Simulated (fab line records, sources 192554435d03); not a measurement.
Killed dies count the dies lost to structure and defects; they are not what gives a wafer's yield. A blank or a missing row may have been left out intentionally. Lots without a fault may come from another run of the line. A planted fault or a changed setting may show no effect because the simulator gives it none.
fab line records    flow n5-finfet
record: lots: 9  wafers: 26  last-day: 19
route steps=1938 shown MOL_CONTACT_COAG@576 BEOL_M4@1111 PASSIVATION@1936
lots with no fault: from the same line, run without faults
start-h: hours from the record's first day to the start of the lot's first wafer shown    wait-h: hours elapsed since this lot's preceding step    " repeats the value in the row above    L1.1+2: a single row standing in for several wafers    - value missing, or start not given    * or withheld: withheld    < > ~ a bound
route shown NAME@n: names a module that has steps shown in the file, with the first one's number in the route    usual: mean/standard deviation of fault-free wafers    same: alike in all rows    chamber/n: place in a boat    sites: per-site readings    _std_site: standard deviation across them    _edge_site: mean of outer sites minus mean of inner sites    radius-mm: for every site, how far away it sits from the centre of the wafer    mask NAME#n: copy n    behind: tool/chamber where the wafer was last shaped    hold: cause of the lot's hold/its duration in hours/its outcome    device: which transistor (n, p or np) failed to switch    end of line: at the end of the route, the tests of the same wafers    a step without rows: its recipe alone    killed: count of dies lost to structure and defects at first sort (not the wafer's yield)    map: dies across one wafer; x = killed, . = not, _ = none there
set.NAME: the run value of the setting; set.NAME@STEP: its run value at that earlier step    model.NAME: the simulator's own value behind a step, which no gauge read
one table for each step of the route and one row for each wafer, over a sample of lots
services: the hour from which a tool's chamber was out of use, counted from the record's first day as start-h (under 0 if before that day), plus the number of hours and why
== steps ==
step: N5_MOL_CONTACT_COAG_DESCUM_88
recipe: chemistry: O2  time-s: 7  source-power-w: 50  bias-power-w: 20  pressure-mtorr: 20  rf-frequency-hz: 2.712e+07  temp-c: 40  resist: CAR-EUV  o2-flow-sccm: 225
usual: drypump-motor-current-A: 5.7/0.43  oes-product-au: 0.77/0.085  rf-vpp-V: 243.4/1.1  showerhead-plenum-p-Torr: 2.10/0.036  throttle-valve-pct: 20.51/0.23
lot.wafer  tool         chamber  start-h  wait-h  drypump-motor-current-A  oes-product-au  rf-hours-counter-h  rf-vpp-V  showerhead-plenum-p-Torr  throttle-valve-pct
L302.3     rie-diel-05  3        98.15    0.0     5.3                      0.97            5                   243.9     2.13                      20.15
L302.5     "            1        "        "       5.4                      0.77            -                   242.5     2.09                      20.58
L302.6     "            2        "        "       5.5                      0.70            -                   242.9     2.09                      20.42
L303.2     rie-diel-02  0        107.82   0.0     5.2                      0.71            204                 243.9     2.16                      20.80
L303.3     "            3        "        "       6.3                      0.69            250                 241.6     1.97                      20.69
L303.5     "            0        "        "       5.2                      0.71            -                   243.0     2.16                      20.79
L305.2     rie-diel-02  1        122.78   0.0     5.0                      0.70            208                 241.9     2.08                      20.49
L305.6     "            0        "        "       5.2                      0.71            -                   243.2     2.16                      20.81
L307.1     rie-diel-05  0        127.18   0.6     6.2                      0.74            152                 243.3     2.11                      20.77
L307.3     "            3        "        "       5.3                      0.94            12                  242.5     2.13                      20.16
L307.6     "            0        "        "       6.2                      0.74            -                   244.5     2.11                      20.78
L312.1     rie-diel-05  1        155.87   0.0     5.4                      0.75            165                 243.1     2.08                      20.62
L312.5     "            0        "        "       6.2                      0.73            -                   243.2     2.11                      20.79
L312.6     "            3        "        "       5.3                      0.90            -                   244.4     2.13                      20.18
L321.1     rie-diel-05  0        214.60   0.0     6.3                      0.72            181                 242.8     2.10                      20.81
L321.3     "            3        "        "       5.3                      0.88            40                  243.4     2.12                      20.21
L321.5     "            3        "        "       5.3                      0.88            -                   243.6     2.12                      20.20
L323.1     rie-diel-06  0        221.30   0.4     5.8                      0.88            47                  244.0     2.12                      20.41
L323.4     "            1        "        "       5.8                      0.83            51                  242.8     2.11                      20.01
L323.6     "            2        "        "       6.3                      0.71            -                   242.2     2.06                      20.44
L324.1     rie-diel-05  1        229.49   0.2     5.4                      0.73            187                 242.2     2.07                      20.64
L324.3     "            2        "        "       5.5                      0.67            233                 244.4     2.07                      20.49
L324.4     "            3        "        "       5.3                      0.86            45                  244.5     2.12                      20.24
L325.1     rie-diel-05  0        241.83   0.0     6.2                      0.70            191                 241.8     2.10                      20.84
L325.3     "            2        "        "       5.5                      0.67            237                 241.8     2.07                      20.49
L325.6     "            0        "        "       6.2                      0.71            -                   243.0     2.10                      20.84
step: N5_MOL_CONTACT_COAG_STRIP_119
recipe: chemistry: N2/H2  time-s: 30  power-w: 1000  temp-c: 250  pressure-mtorr: withheld  n2-flow-sccm: 1750  h2-flow-sccm: 3250
usual: drypump-motor-current-A: 5.4/0.41  heater-power-w: 334/18
lot.wafer  tool             chamber  start-h  wait-h  drypump-motor-current-A  heater-power-w  rf-hours-counter-h
L302.3     plasma-asher-01  0        99.02    0.1     5.5                      305             -
L302.5     "                0        "        "       5.4                      313             -
L302.6     "                1        "        "       6.2                      351             -
L303.2     plasma-asher-02  0        108.71   0.1     5.2                      320             52
L303.3     "                1        "        "       5.1                      358             -
L303.5     "                0        "        "       5.2                      321             -
L305.2     plasma-asher-02  0        123.56   0.1     5.2                      323             54
L305.6     "                1        "        "       5.1                      360             -
L307.1     plasma-asher-01  0        127.84   0.1     5.4                      306             88
L307.3     "                1        "        "       6.2                      350             -
L307.6     "                0        "        "       5.4                      312             -
L312.1     plasma-asher-02  0        156.53   0.1     5.2                      321             60
L312.5     "                1        "        "       5.1                      354             -
L312.6     "                0        "        "       5.2                      333             -
L321.1     plasma-asher-01  1        215.26   0.1     6.2                      349             105
L321.3     "                1        "        "       6.2                      349             -
L321.5     "                1        "        "       6.2                      355             -
L323.1     plasma-asher-01  0        221.97   0.1     5.5                      297             107
L323.4     "                0        "        "       5.5                      311             -
L323.6     "                1        "        "       6.2                      350             -
L324.1     plasma-asher-01  1        230.17   0.1     6.2                      347             109
L324.3     "                1        "        "       6.1                      343             -
L324.4     "                0        "        "       5.4                      305             -
L325.1     plasma-asher-01  1        242.50   0.1     6.2                      352             111
L325.3     "                0        "        "       5.5                      314             -
L325.6     "                0        "        "       5.4                      306             -
step: N5_MOL_CONTACT_COAG_OVL_MEAS_41
recipe: points-per-wafer: 522
usual: VD_OVL: -0.1/0.71
lot.wafer  tool        chamber  start-h  wait-h  VD_OVL[nm]
L302.3     overlay-02  0        99.63    0.0     -1.3
L302.5     "           0        "        "       -1.6
L302.6     "           0        "        "       -1.0
L303.2     overlay-02  0        109.33   0.0     -1.5
L303.3     "           0        "        "       1.3
L303.5     "           0        "        "       0.2
L305.2     overlay-02  0        124.06   0.0     -0.4
L305.6     "           0        "        "       -0.5
L307.1     overlay-01  0        128.34   0.0     0.3
L307.3     "           0        "        "       0.3
L307.6     "           0        "        "       0.4
L312.1     overlay-01  0        157.03   0.0     0.8
L312.5     "           0        "        "       0.4
L312.6     "           0        "        "       0.2
L321.1     overlay-01  0        215.79   0.0     0.0
L321.3     "           0        "        "       0.3
L321.5     "           0        "        "       0.4
L323.1     overlay-02  0        222.63   0.0     0.0
L323.4     "           0        "        "       0.9
L323.6     "           0        "        "       0.6
L324.1     overlay-01  0        230.72   0.0     -1.3
L324.3     "           0        "        "       0.5
L324.4     "           0        "        "       -0.3
L325.1     overlay-01  0        243.12   0.0     0.4
L325.3     "           0        "        "       -0.7
L325.6     "           0        "        "       -0.2
step: N5_MOL_CONTACT_COAG_INSPECT_42
recipe: mode: adi  inspect-instrument: brightfield
usual: raw-defect-count: 207/46
lot.wafer  tool               chamber  start-h  wait-h  raw-defect-count
L302.3     defect-inspect-02  -        99.68    0.0     175
L302.5     "                  -        "        "       156
L302.6     "                  -        "        "       196
L303.2     defect-inspect-01  -        109.39   0.0     216
L303.3     "                  -        "        "       285
L303.5     "                  -        "        "       256
L305.2     defect-inspect-01  -        124.11   0.0     185
L305.6     "                  -        "        "       191
L307.1     defect-inspect-02  -        128.40   0.1     196
L307.3     "                  -        "        "       229
L307.6     "                  -        "        "       152
L312.1     defect-inspect-01  -        157.09   0.1     1450
L312.5     "                  -        "        "       274
L312.6     "                  -        "        "       1485
L321.1     defect-inspect-01  -        215.85   0.1     194
L321.3     "                  -        "        "       141
L321.5     "                  -        "        "       212
L323.1     defect-inspect-02  -        222.69   0.1     208
L323.4     "                  -        "        "       151
L323.6     "                  -        "        "       138
L324.1     defect-inspect-01  -        230.78   0.1     125
L324.3     "                  -        "        "       156
L324.4     "                  -        "        "       195
L325.1     defect-inspect-02  -        243.18   0.1     198
L325.3     "                  -        "        "       218
L325.6     "                  -        "        "       210
step: N5_MOL_CONTACT_COAG_ETCH_66
recipe: chemistry: CF4  target: SiARC  target-depth-a: 130  mask-material: CAR-EUV  time-s: 21.7  ion-energy-ev: 80  pressure-mtorr: 40  source-w: 545  bias-w: 36  Ar_flow_sccm: 100  cf4-flow-sccm: 100  ends: cleared
usual: drypump-motor-current-A: 5.7/0.45  etch-rf-on-time-s: 21.7/0.53  oes-product-au: 0.67/0.082  rf-vpp-V: 184.2/1  showerhead-plenum-p-Torr: 2.16/0.051  throttle-valve-pct: 15.63/0.19
lot.wafer  tool         chamber  start-h  wait-h  drypump-motor-current-A  etch-rf-on-time-s  oes-product-au  rf-hours-counter-h  rf-vpp-V  showerhead-plenum-p-Torr  throttle-valve-pct
L302.3     rie-diel-05  3        100.26   0.0     5.3                      20.5               0.83            6                   185.1     2.18                      15.28
L302.5     "            2        "        "       5.5                      21.9               0.60            -                   183.9     2.14                      15.65
L302.6     "            3        "        "       5.3                      20.3               0.82            -                   184.9     2.18                      15.28
L303.2     rie-diel-02  3        109.54   0.0     6.4                      22.5               0.57            251                 182.3     2.02                      15.94
L303.3     "            0        "        "       5.2                      21.7               0.61            205                 185.4     2.21                      15.95
L303.5     "            1        "        "       4.9                      22.6               0.60            -                   183.4     2.12                      15.65
L305.2     rie-diel-05  0        124.20   0.0     6.2                      21.9               0.62            150                 183.4     2.13                      15.74
L305.6     "            1        "        "       5.4                      21.3               0.65            -                   184.1     2.13                      15.80
L307.1     rie-diel-06  3        128.49   0.0     5.8                      21.3               0.64            160                 183.4     2.13                      15.62
L307.3     "            0        "        "       5.8                      21.5               0.78            19                  183.8     2.18                      15.46
L307.6     "            2        "        "       6.3                      22.2               0.60            -                   182.2     2.13                      15.76
L312.1     rie-diel-02  2        157.21   0.0     5.8                      21.6               0.74            37                  184.1     2.18                      15.48
L312.5     "            3        "        "       6.3                      21.2               0.82            -                   185.7     2.27                      15.42
L312.6     "            2        "        "       5.8                      21.5               0.74            -                   183.9     2.18                      15.48
L321.1     rie-diel-06  0        215.94   0.0     5.8                      21.1               0.75            44                  184.6     2.17                      15.50
L321.3     "            1        "        "       5.7                      21.1               0.73            48                  184.3     2.19                      15.42
L321.5     "            0        "        "       5.8                      21.2               0.75            -                   183.5     2.17                      15.50
L323.1     rie-diel-02  0        222.77   0.0     5.2                      21.7               0.59            241                 183.8     2.20                      16.01
L323.4     "            1        "        "       5.0                      22.7               0.58            240                 184.4     2.11                      15.72
L323.6     "            2        "        "       5.8                      21.7               0.71            -                   185.1     2.17                      15.52
L324.1     rie-diel-05  2        230.97   0.0     5.5                      22.6               0.57            234                 183.8     2.12                      15.74
L324.3     "            0        "        "       6.2                      21.8               0.60            186                 183.7     2.12                      15.81
L324.4     "            3        "        "       5.3                      20.8               0.75            46                  185.2     2.16                      15.36
L325.1     rie-diel-02  2        243.27   0.0     5.8                      21.5               0.71            66                  184.3     2.17                      15.56
L325.3     "            3        "        "       6.3                      21.4               0.76            39                  184.8     2.26                      15.51
L325.6     "            0        "        "       5.2                      21.7               0.58            -                   185.6     2.19                      16.03
step: N5_BEOL_M4_RC_MEAS_101
usual: DIBL_N: 36.0/1.6  DIBL_P: 35.8/2  IOFF_N: 0.152/0.03  IOFF_P: 0.20/0.031  ION_N: 670/12  ION_P: 459/7.4  SS_N: 71.5/0.56  SS_P: 73.2/0.64  VT_N: 251/3.5  VT_P: -252/3.3
lot.wafer  tool       chamber  start-h  wait-h  DIBL_N[mV/V]  DIBL_P[mV/V]  IOFF_N[nA/um]  IOFF_P[nA/um]  ION_N[uA/um]  ION_P[uA/um]  SS_N[mV/dec]  SS_P[mV/dec]  VT_N[mV]  VT_P[mV]
L302.3     prober-02  0        200.04   0.3     36.5          36.9          0.170          0.23           681           467           72.2          73.9          246       -247
L302.5     "          0        "        "       36.4          36.1          0.159          0.22           664           457           72.2          73.9          251       -246
L302.6     "          0        "        "       35.1          35.6          0.143          0.22           675           469           72.0          73.2          252       -246
L303.2     prober-02  0        203.82   0.2     36.7          35.8          0.154          0.20           674           462           72.0          73.0          251       -253
L303.3     "          0        "        "       36.7          35.5          0.141          0.19           657           454           71.0          73.0          254       -254
L303.5     "          0        "        "       33.5          31.3          0.101          0.15           650           450           71.0          72.1          255       -256
L305.2     prober-01  0        214.81   0.2     36.7          37.3          0.176          0.21           670           452           71.8          73.2          251       -251
L305.6     "          0        "        "       35.8          35.5          0.165          0.19           667           456           71.8          73.5          247       -254
L307.1     prober-01  0        238.45   0.0     33.6          34.2          0.113          0.19           644           456           71.4          72.4          255       -247
L307.3     "          0        "        "       36.9          38.5          0.172          0.26           676           473           71.7          73.6          248       -245
L307.6     "          0        "        "       34.7          35.2          0.136          0.21           673           473           71.2          72.9          253       -248
L312.1     prober-02  0        252.74   0.0     35.8          35.9          0.134          0.17           677           452           71.8          72.7          252       -258
L312.5     "          0        "        "       35.1          35.9          0.132          0.18           669           467           71.2          72.4          252       -256
L312.6     "          0        "        "       36.3          36.2          0.141          0.17           662           451           71.6          73.2          253       -258
L323.1     prober-02  0        315.94   0.0     35.4          35.1          0.126          0.16           651           441           71.2          72.9          253       -254
L323.4     "          0        "        "       35.7          37.0          0.139          0.18           671           461           71.3          73.1          253       -252
L323.6     "          0        "        "       38.8          40.0          0.190          0.23           671           449           72.2          74.8          247       -251
L321.1     prober-02  0        317.40   0.0     35.8          34.9          0.155          0.19           680           462           71.8          72.8          249       -252
L321.3     "          0        "        "       33.6          31.3          0.109          0.14           653           449           71.5          73.0          257       -256
L321.5     "          0        "        "       34.9          33.4          0.135          0.17           674           463           71.9          72.8          250       -253
L324.1     prober-01  0        342.77   0.0     35.3          36.1          0.156          0.23           681           467           71.0          73.7          248       -249
L324.3     "          0        "        "       35.7          36.1          0.171          0.22           677           468           71.2          74.0          249       -250
L324.4     "          0        "        "       37.0          37.1          0.177          0.23           676           465           71.9          74.4          251       -250
L325.1     prober-02  0        347.34   0.0     34.3          34.4          0.129          0.17           655           454           70.4          72.7          250       -253
L325.3     "          0        "        "       31.8          30.1          0.087          0.11           632           435           71.7          71.6          259       -261
L325.6     "          0        "        "       33.2          32.1          0.113          0.14           658           449           71.2          72.2          255       -258
step: N5_PASSIVATION_PROBE_49
usual: defect-limited-yield: 91.6/1.4  killed_at_M0_to_M3: 33/10  killed_at_M4_up: 13/5.3  killed-at-contacts: 13/5.9  killed-at-front-end: 36/12  killed-at-other: 4/3.1  killed-dies: 99/16  killed-open: 65/13  killed-short: 32/7.3  sort_bin_5_function: 4.9/0.9  sort_bin_6_memory: 3.1/0.66  sort_bin_8_speed: 0.0/0.42  sort-n-pass: 1081/17  sort-yield-pct: 91.6/1.4
same: gross-dies: 1180  killed-at-back-side: 0  sort_bin_4_leakage[%]: 0
lot.wafer  tool       chamber  start-h  wait-h  defect-limited-yield[%]  killed_at_M0_to_M3  killed_at_M4_up  killed-at-contacts  killed-at-front-end  killed-at-other  killed-dies  killed-open  killed-short  sort_bin_5_function[%]  sort_bin_6_memory[%]  sort_bin_8_speed[%]  sort-n-pass  sort-yield-pct[%]
L312.1     prober-02  -        353.36   0.0     80.2                     16                  18               157                 37                   6                234          50           24            12.5                    3.6                   0                    946          80.2
L312.5     prober-02  -        353.56   0.2     91.9                     31                  27               3                   28                   6                95           62           33            4.5                     3.3                   0                    1085         91.9
L312.6     prober-02  -        353.61   0.3     77.8                     43                  8                165                 37                   9                262          73           34            13.6                    4.4                   0                    918          77.8
killed by level:class
L312.1 MOL_CONTACT_COAG:unspecified=152 DUMMY_GATE:geometric-particle:open=6 FIN_SAQP:geometric-particle:open=5 HKMG_FIN:area-etch=5 MOL_CONTACT_COAG:geometric-particle:open=4 BEOL_M1:geometric-particle:open=4 BEOL_M6:geometric-particle:open=4 STARTING-WAFER:geometric-particle:short=4
L312.5 BEOL_M4:geometric-particle:open=14 BEOL_M0_SAQP:geometric-particle:open=8 STI_FIN_REVEAL:geometric-particle:open=6 BEOL_M0_SAQP:geometric-particle:short=6 BEOL_M4:geometric-particle:short=5 BEOL_M1:geometric-particle:open=5 BEOL_M3:geometric-particle:open=4 STARTING-WAFER:geometric-particle:open=4
L312.6 MOL_CONTACT_COAG:unspecified=154 STI_FIN_REVEAL:geometric-particle:open=11 BEOL_M0_SAQP:geometric-particle:short=11 MOL_CONTACT_COAG:geometric-particle:open=9 BEOL_M2:geometric-particle:open=8 BEOL_M0_SAQP:geometric-particle:open=7 BEOL_M1:geometric-particle:open=6 BEOL_M4:geometric-particle:open=5
== services ==
tool         chamber  start-h  hours  kind
rie-diel-02  2        98.10    16.2   repair
rie-diel-02  3        114.42   -      clean
rie-diel-02  3        114.42   -      consumable-replace:focus-ring
rie-diel-02  3        114.42   -      consumable-replace:showerhead
rie-diel-02  3        114.42   17.7   scheduled-down
rie-diel-02  3        114.42   17.7   vent-cycle
rie-diel-05  3        118.81   5.5    repair
rie-diel-02  0        153.84   5.9    repair
rie-diel-02  1        156.34   5.9    repair
rie-diel-02  0        190.66   4.0    repair
rie-diel-02  2        212.97   7.8    repair
rie-diel-02  0        233.99   1.9    repair
== key ==
first-sign: step: N5_MOL_CONTACT_COAG_INSPECT_42  reading: raw-defect-count  direction: up  sigmas: 28  usual: 207  struck: 1468
effect: step: N5_PASSIVATION_PROBE_49  reading: killed-at-contacts  direction: up  sigmas: 25  usual: 13  struck: 161
more-kills-born-at: N5_MOL_CONTACT_COAG_STRIP_119@plasma-asher-02: 306
met-at N5_MOL_CONTACT_COAG_STRIP_119
struck-lots L312
struck-wafers L312.1,L312.6
not-acting-at N5_MOL_CONTACT_COAG_DESCUM_88,N5_MOL_CONTACT_COAG_OVL_MEAS_41,N5_MOL_CONTACT_COAG_ETCH_66
onset-between 123.56 156.53
fault: kind: chamber-particle-source  tool: plasma-asher-02  chamber: 0  onset-h: 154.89  steps: N5_MOL_CONTACT_COAG_STRIP_119  rate-per-visit-cm2: 1.8498  end-h: 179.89
